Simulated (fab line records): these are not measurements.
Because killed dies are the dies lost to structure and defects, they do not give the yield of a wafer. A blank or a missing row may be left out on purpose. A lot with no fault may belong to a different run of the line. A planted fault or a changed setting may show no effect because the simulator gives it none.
fab line records + flow n5Finfet + part 2 of 2: steps 20 to 29 of 29
record:
- lots: 5
- wafers: 15
- lastDay: 17
route steps=1938 shown BEOL_M9@1440
lots untouched by any fault: they come from a run of this same line in which no faults occurred
startH: hours from the record's opening day to when the first of the lot's shown wafers began + waitH: hours elapsed since this lot's preceding step + " identical to the entry in the row above + L1.1+2: a single row standing in for several wafers + - no value present, or no start provided + * or withheld: withheld + < > ~ a bound
route shown NAME@n: names a module that has steps shown in the file, with the first one's number in the route + usual: mean and standard deviation over wafers with no fault + same: alike in all rows + chamber/n: place in a boat + sites: each site's reading + _std_site: the values' standard deviation + _edge_site: outer sites' mean less inner sites' + radiusMm: how far each site lies from the wafer's centre + mask NAME#n: copy n + behind: the tool/chamber that last shaped the wafer + hold: why the lot was held/for how many hours/how that ended + device: transistor that didn't switch, given as n, p or np + end of line: at the end of the route, the tests of the same wafers + a step with no rows: only its recipe + killed: not the wafer's yield, but the dies lost to structure and defects at the first sort + map: a wafer's dies, x killed, . not, _ none there
set.NAME: setting as actually run; set.NAME@STEP: the setting as run at that earlier step + model.NAME: the simulator's own value behind a step, which no gauge read
lots at selected steps of the route; one table per step, one row per wafer
services: from which hour (startH, from the record's first day; less than 0 if before it) a tool's chamber was out of use, for how many hours, and why
== steps ==
step: N5_BEOL_M9_SURFACE_TREAT_79
recipe:
- gas: Ar
- timeS: *
- ionEnergyEv: *
- ionCurrentMaCm2: 0.5
- pressureMtorr: *
- arFlowSccm: 30
usual:
- arFlowSccm: 29.99/0.09
- throttleValvePct: *
| lot.wafer | tool          | chamber | startH | waitH | arFlowSccm | throttleValvePct |
|-----------|---------------|---------|--------|-------|------------|------------------|
| L078.2    | pvdSputter-03 | -       | 253.04 | 0.2   | 30.09      | *                |
| L078.4    | "             | -       | "      | "     | 29.97      | *                |
| L078.5    | "             | -       | "      | "     | 30.07      | *                |
| L081.2    | pvdSputter-01 | -       | 266.82 | 0.2   | 29.97      | *                |
| L081.3    | "             | -       | "      | "     | 30.14      | *                |
| L081.4    | "             | -       | "      | "     | 30.02      | *                |
| L086.2    | pvdSputter-03 | -       | 296.82 | 0.2   | 29.89      | *                |
| L086.4    | "             | -       | "      | "     | 30.00      | *                |
| L086.6    | "             | -       | "      | "     | 29.87      | *                |
| L090.4    | pvdSputter-01 | -       | 320.05 | 0.1   | 30.01      | *                |
| L090.5    | "             | -       | "      | "     | 29.99      | *                |
| L090.6    | "             | -       | "      | "     | 30.05      | *                |
| L096.3    | pvdSputter-03 | -       | 344.80 | 0.2   | 29.83      | *                |
| L096.4    | "             | -       | "      | "     | 30.05      | *                |
| L096.5    | "             | -       | "      | "     | 30.09      | *                |
step: N5_BEOL_M9_CVD_78
recipe:
- material: Co
- targetThkA: 20
- tempC: withheld
- precursor: CCTBA/H2
- pressureTorr: 30
- timeS: 138.9
| lot.wafer  | tool     | chamber | startH | waitH |
|------------|----------|---------|--------|-------|
| L078.2+4+5 | cvdCo-02 | 2,1,2   | 253.10 | 0.0   |
| L081.2+3+4 | cvdCo-01 | 2,0,2   | 266.98 | 0.1   |
| L086.2+4+6 | cvdCo-01 | 1,2,1   | 296.88 | 0.0   |
| L090.4+5+6 | cvdCo-02 | 0,1,2   | 320.15 | 0.1   |
| L096.3+4+5 | cvdCo-02 | 0,2,0   | 345.01 | 0.2   |
step: N5_BEOL_M9_SPUTTER_48
recipe:
- material: Cu
- targetThkA: 120
- tempC: -20
- biasV: 60
- powerW: 26000
- chamberPressurePa: 0.13
- timeS: 2
usual:
- biasV: 59.9/0.54
- cathodeDcPowerW: 26000/4.7
- chuckSensorTempC: -16.1/0.45
- throttleValvePct: 29.6/0.98
| lot.wafer | tool          | chamber | startH | waitH | biasV | cathodeDcPowerW | chuckSensorTempC | throttleValvePct |
|-----------|---------------|---------|--------|-------|-------|-----------------|------------------|------------------|
| L078.2    | pvdSputter-01 | -       | 253.28 | 0.1   | 59.4  | 26004           | -15.9            | 27.5             |
| L078.4    | "             | -       | "      | "     | 59.7  | 25999           | -16.0            | 30.9             |
| L078.5    | "             | -       | "      | "     | 59.5  | 26007           | -16.1            | 27.4             |
| L081.2    | pvdSputter-02 | -       | 267.14 | 0.1   | 58.4  | 26006           | -16.6            | 28.9             |
| L081.3    | "             | -       | "      | "     | 59.7  | 25997           | -16.6            | 28.5             |
| L081.4    | "             | -       | "      | "     | 59.9  | 26003           | -15.5            | 30.3             |
| L086.2    | pvdSputter-01 | -       | 296.99 | 0.1   | 60.0  | 25996           | -16.2            | 31.1             |
| L086.4    | "             | -       | "      | "     | 59.3  | 25990           | -15.2            | 29.3             |
| L086.6    | "             | -       | "      | "     | 59.9  | 26003           | -15.0            | 29.0             |
| L090.4    | pvdSputter-02 | -       | 320.28 | 0.1   | 60.1  | 26000           | -16.5            | 28.8             |
| L090.5    | "             | -       | "      | "     | 60.4  | 26007           | -15.6            | 30.2             |
| L090.6    | "             | -       | "      | "     | 60.3  | 25988           | -16.2            | 29.7             |
| L096.3    | pvdSputter-02 | -       | 345.12 | 0.1   | 59.8  | 26008           | -16.6            | 28.6             |
| L096.4    | "             | -       | "      | "     | 60.4  | 26005           | -15.7            | 30.1             |
| L096.5    | "             | -       | "      | "     | 59.7  | 25997           | -16.3            | 29.7             |
step: N5_BEOL_M9_ECD_50
recipe:
- material: Cu
- targetThkA: 3180
| lot.wafer  | tool     | chamber | startH | waitH |
|------------|----------|---------|--------|-------|
| L078.2+4+5 | ecdCu-01 | 1       | 253.40 | 0.1   |
| L081.2+3+4 | ecdCu-02 | 0,0,1   | 267.25 | 0.1   |
| L086.2+4+6 | ecdCu-02 | 0       | 297.11 | 0.1   |
| L090.4+5+6 | ecdCu-01 | 1,0,1   | 320.42 | 0.1   |
| L096.3+4+5 | ecdCu-02 | 1,0,1   | 345.26 | 0.1   |
step: N5_BEOL_M9_ANNEAL_51
recipe:
- tempC: 225
- timeS: 90
- ambient: N2
usual:
- wafer_temp_C_max: 226.3/0.56
| lot.wafer | tool         | chamber | startH | waitH | wafer_temp_C_max |
|-----------|--------------|---------|--------|-------|------------------|
| L078.2    | rtpAnneal-02 | 0       | 253.56 | 0.1   | 226.8            |
| L078.4    | "            | 0       | "      | "     | 226.7            |
| L078.5    | "            | 0       | "      | "     | 226.8            |
| L081.2    | rtpAnneal-02 | 0       | 268.36 | 1.1   | 227.5            |
| L081.3    | "            | 0       | "      | "     | 226.9            |
| L081.4    | "            | 0       | "      | "     | 227.4            |
| L086.2    | rtpAnneal-01 | 0       | 297.27 | 0.1   | 225.7            |
| L086.4    | "            | 0       | "      | "     | 225.6            |
| L086.6    | "            | 0       | "      | "     | 225.6            |
| L090.4    | rtpAnneal-02 | 0       | 321.05 | 0.6   | 227.1            |
| L090.5    | "            | 0       | "      | "     | 226.4            |
| L090.6    | "            | 0       | "      | "     | 226.6            |
| L096.3    | rtpAnneal-02 | 0       | 345.60 | 0.3   | 227.0            |
| L096.4    | "            | 0       | "      | "     | 226.3            |
| L096.5    | "            | 0       | "      | "     | 226.5            |
step: N5_BEOL_M9_CMP_52
recipe:
- stopOn: SiCOH_lowk
- tOverpolishS: 7
- downForcePsi: 1
- platenRpm: 50
- clearingPlatenDownForcePsi: 1.5
- clearingPlatenRpm: 50
- postCmpClean: cuAlkaline
- targetThkNm: 140
- clearingPlatenPadVelocityMS: 0.99484
- padVelocityMS: 0.99484
usual:
- barrierFieldEndpointS: 28.7/0.88
- motorCurrentA: 6.1/0.66
- overpolishRunS: 6.999/0.0092
- timeToEndpointS: 65/4
| lot.wafer | tool   | chamber | startH | waitH | barrierFieldEndpointS | motorCurrentA | overpolishRunS | timeToEndpointS |
|-----------|--------|---------|--------|-------|-----------------------|---------------|----------------|-----------------|
| L078.2    | cmp-03 | 2       | 253.81 | 0.2   | 29.5                  | 6.1           | 7.003          | 64              |
| L078.4    | "      | 0       | "      | "     | 30.2                  | 5.9           | 6.984          | 64              |
| L078.5    | "      | 3       | "      | "     | 29.5                  | 5.8           | 6.999          | 70              |
| L081.4    | cmp-04 | 1       | 268.66 | 0.2   | 28.1                  | 6.9           | 7.005          | 59              |
| L081.3    | "      | 2       | "      | "     | 27.5                  | 5.1           | 6.986          | 61              |
| L081.2    | "      | 3       | "      | "     | 28.2                  | 6.3           | 6.995          | 63              |
| L086.2    | cmp-01 | 3       | 297.52 | 0.2   | 27.6                  | 5.4           | 6.992          | 63              |
| L086.4    | "      | 0       | "      | "     | 28.3                  | 6.1           | 7.017          | 68              |
| L086.6    | "      | 3       | "      | "     | 27.9                  | 5.6           | 6.998          | 64              |
| L090.4    | cmp-04 | 1       | 321.21 | 0.1   | 28.9                  | 7.2           | 6.997          | 66              |
| L090.5    | "      | 1       | "      | "     | 29.0                  | 6.9           | 7.001          | 64              |
| L090.6    | "      | 2       | "      | "     | 29.5                  | 5.0           | 6.989          | 66              |
| L096.4    | cmp-03 | 2       | 345.85 | 0.2   | 28.6                  | 6.1           | 6.997          | 65              |
| L096.3    | "      | 3       | "      | "     | 29.4                  | 5.6           | 6.990          | 66              |
| L096.5    | "      | 1       | "      | "     | 28.9                  | 7.2           | 6.991          | 63              |
step: N5_BEOL_M9_THK_MEAS_53
recipe:
- thkMeasGauge: xrf
- reads: Cu_of_BEOL_M9_ECD_50
usual:
- M9_THK: 138/4
| lot.wafer | tool         | chamber | startH | waitH | M9_THK[nm] |
|-----------|--------------|---------|--------|-------|------------|
| L078.2    | filmMetro-02 | -       | 254.10 | -     | 138        |
| L078.4    | "            | -       | "      | "     | 145        |
| L078.5    | "            | -       | "      | "     | 138        |
| L081.2    | filmMetro-02 | -       | 268.92 | -     | 145        |
| L081.3    | "            | -       | "      | "     | 135        |
| L081.4    | "            | -       | "      | "     | 142        |
| L086.2    | filmMetro-02 | -       | 297.81 | -     | 140        |
| L086.4    | "            | -       | "      | "     | 134        |
| L086.6    | "            | -       | "      | "     | 142        |
| L090.4    | filmMetro-01 | -       | 321.51 | -     | 142        |
| L090.5    | "            | -       | "      | "     | 132        |
| L090.6    | "            | -       | "      | "     | 136        |
| L096.3    | filmMetro-01 | -       | 346.10 | -     | 137        |
| L096.4    | "            | -       | "      | "     | 136        |
| L096.5    | "            | -       | "      | "     | 134        |
step: N5_BEOL_M9_PRE_CLEAN_55
recipe:
- gas: NH3
- timeS: 15
- tempC: withheld
- rfPowerW: 300
usual:
- rfFwdPowerW: 294.5/1.5
| lot.wafer | tool     | chamber | startH | waitH | rfFwdPowerW |
|-----------|----------|---------|--------|-------|-------------|
| L078.2    | pecvd-01 | 0       | 254.14 | 0.0   | 293.2       |
| L078.4    | "        | 2       | "      | "     | 293.8       |
| L078.5    | "        | 0       | "      | "     | 291.9       |
| L081.2    | pecvd-04 | 2       | 268.96 | 0.0   | 295.7       |
| L081.3    | "        | 1       | "      | "     | 295.1       |
| L081.4    | "        | 0       | "      | "     | 294.6       |
| L086.2    | pecvd-01 | 1       | 297.85 | 0.0   | 294.5       |
| L086.4    | "        | 2       | "      | "     | 292.1       |
| L086.6    | "        | 1       | "      | "     | 294.6       |
| L090.4    | pecvd-02 | 2       | 321.55 | 0.0   | 295.5       |
| L090.5    | "        | 0       | "      | "     | 294.6       |
| L090.6    | "        | 1       | "      | "     | 295.1       |
| L096.3    | pecvd-01 | 2       | 346.14 | 0.0   | 290.9       |
| L096.4    | "        | 0       | "      | "     | 293.1       |
| L096.5    | "        | 1       | "      | "     | 296.0       |
step: N5_BEOL_M9_DEP_56
recipe:
- material: SiCN
- targetThkA: 150
- tempC: withheld
- precursor: 3MS/NH3
- pressureTorr: 3
- rfW: 202
- timeS: 26.5
usual:
- rfFwdPowerW: 199.7/0.83
- showerheadPlenumPTorr: 3.657/0.0099
- throttleValvePct: 8.6/0.49
| lot.wafer | tool     | chamber | startH | waitH | rfFwdPowerW | showerheadPlenumPTorr | throttleValvePct |
|-----------|----------|---------|--------|-------|-------------|-----------------------|------------------|
| L078.2    | pecvd-01 | 0       | 254.16 | 0.0   | 199.4       | 3.682                 | 8.6              |
| L078.4    | "        | 2       | "      | "     | 198.6       | 3.665                 | 9.0              |
| L078.5    | "        | 0       | "      | "     | 199.4       | 3.680                 | 8.6              |
| L081.2    | pecvd-04 | 2       | 268.98 | 0.0   | 198.9       | 3.650                 | 9.1              |
| L081.3    | "        | 1       | "      | "     | 200.9       | 3.647                 | 9.3              |
| L081.4    | "        | 0       | "      | "     | 200.5       | 3.666                 | 8.9              |
| L086.2    | pecvd-01 | 1       | 297.87 | 0.0   | 200.3       | 3.672                 | 9.6              |
| L086.4    | "        | 2       | "      | "     | 198.8       | 3.667                 | 9.0              |
| L086.6    | "        | 1       | "      | "     | 199.8       | 3.660                 | 9.2              |
| L090.4    | pecvd-02 | 2       | 321.59 | 0.0   | 200.2       | 3.653                 | 7.7              |
| L090.5    | "        | 0       | "      | "     | 199.0       | 3.653                 | 8.5              |
| L090.6    | "        | 1       | "      | "     | 200.6       | 3.657                 | 8.4              |
| L096.3    | pecvd-01 | 2       | 346.17 | 0.0   | 198.1       | 3.672                 | 8.8              |
| L096.4    | "        | 0       | "      | "     | 198.5       | 3.668                 | 8.6              |
| L096.5    | "        | 1       | "      | "     | 199.3       | 3.657                 | 9.6              |
step: N5_BEOL_M9_RS_MEAS_57
recipe:
- thkMeasGauge: four-point-probe
- reads: Cu_of_BEOL_M9_ECD_50+Co_of_BEOL_M9_CVD_78+TaN_of_BEOL_M9_ALD_74
usual:
- M9_RS: 0.153/0.0049
| lot.wafer | tool         | chamber | startH | waitH | M9_RS[ohm/sq] |
|-----------|--------------|---------|--------|-------|---------------|
| L078.2    | filmMetro-01 | -       | 254.24 | 0.1   | 0.154         |
| L078.4    | "            | -       | "      | "     | 0.147         |
| L078.5    | "            | -       | "      | "     | 0.154         |
| L081.2    | filmMetro-02 | -       | 269.06 | 0.1   | 0.147         |
| L081.3    | "            | -       | "      | "     | 0.158         |
| L081.4    | "            | -       | "      | "     | 0.150         |
| L086.2    | filmMetro-01 | -       | 297.95 | 0.1   | 0.152         |
| L086.4    | "            | -       | "      | "     | 0.159         |
| L086.6    | "            | -       | "      | "     | 0.150         |
| L090.4    | filmMetro-01 | -       | 321.64 | 0.0   | 0.147         |
| L090.5    | "            | -       | "      | "     | 0.161         |
| L090.6    | "            | -       | "      | "     | 0.155         |
| L096.3    | filmMetro-02 | -       | 346.24 | 0.1   | 0.153         |
| L096.4    | "            | -       | "      | "     | 0.154         |
| L096.5    | "            | -       | "      | "     | 0.158         |
== services ==
| tool        | chamber | startH | hours | kind   |
|-------------|---------|--------|-------|--------|
| cmp-01      | -       | 227.34 | 0.2   | repair |
| aldMetal-01 | -       | 228.84 | 14.6  | pm     |
| cmp-01      | -       | 231.05 | 4.0   | pm     |
| aldMetal-04 | -       | 242.30 | 14.6  | pm     |
| uvCure-03   | -       | 245.83 | 0.7   | repair |
| cmp-01      | -       | 248.78 | 5.1   | pm     |
| uvCure-02   | -       | 251.43 | 5.2   | repair |
| cmp-04      | -       | 261.59 | 0.5   | repair |
| pecvd-04    | -       | 270.79 | 3.2   | repair |
| pecvd-01    | 2       | 272.76 | 7.5   | repair |
| ecdCu-01    | -       | 275.98 | 0.8   | repair |
| ecdCu-01    | -       | 278.70 | 2.6   | repair |
| cmp-04      | -       | 281.53 | 0.5   | repair |
| rieDiel-02  | 1       | 285.26 | 2.9   | repair |
| ecdCu-02    | -       | 285.38 | 2.5   | repair |
| ecdCu-01    | -       | 287.06 | 1.2   | repair |
| aldMetal-03 | -       | 289.12 | 8.7   | pm     |
| cmp-03      | -       | 296.81 | 5.0   | repair |
| aldMetal-03 | -       | 301.30 | 0.4   | repair |
| cmp-03      | -       | 304.61 | 1.0   | repair |
| rieDiel-02  | 2       | 311.15 | 15.1  | repair |
| rieDiel-03  | 2       | 315.58 | 9.5   | repair |
| pecvd-01    | -       | 316.00 | 14.6  | pm     |
| cvdCo-01    | 2       | 326.13 | 10.9  | repair |
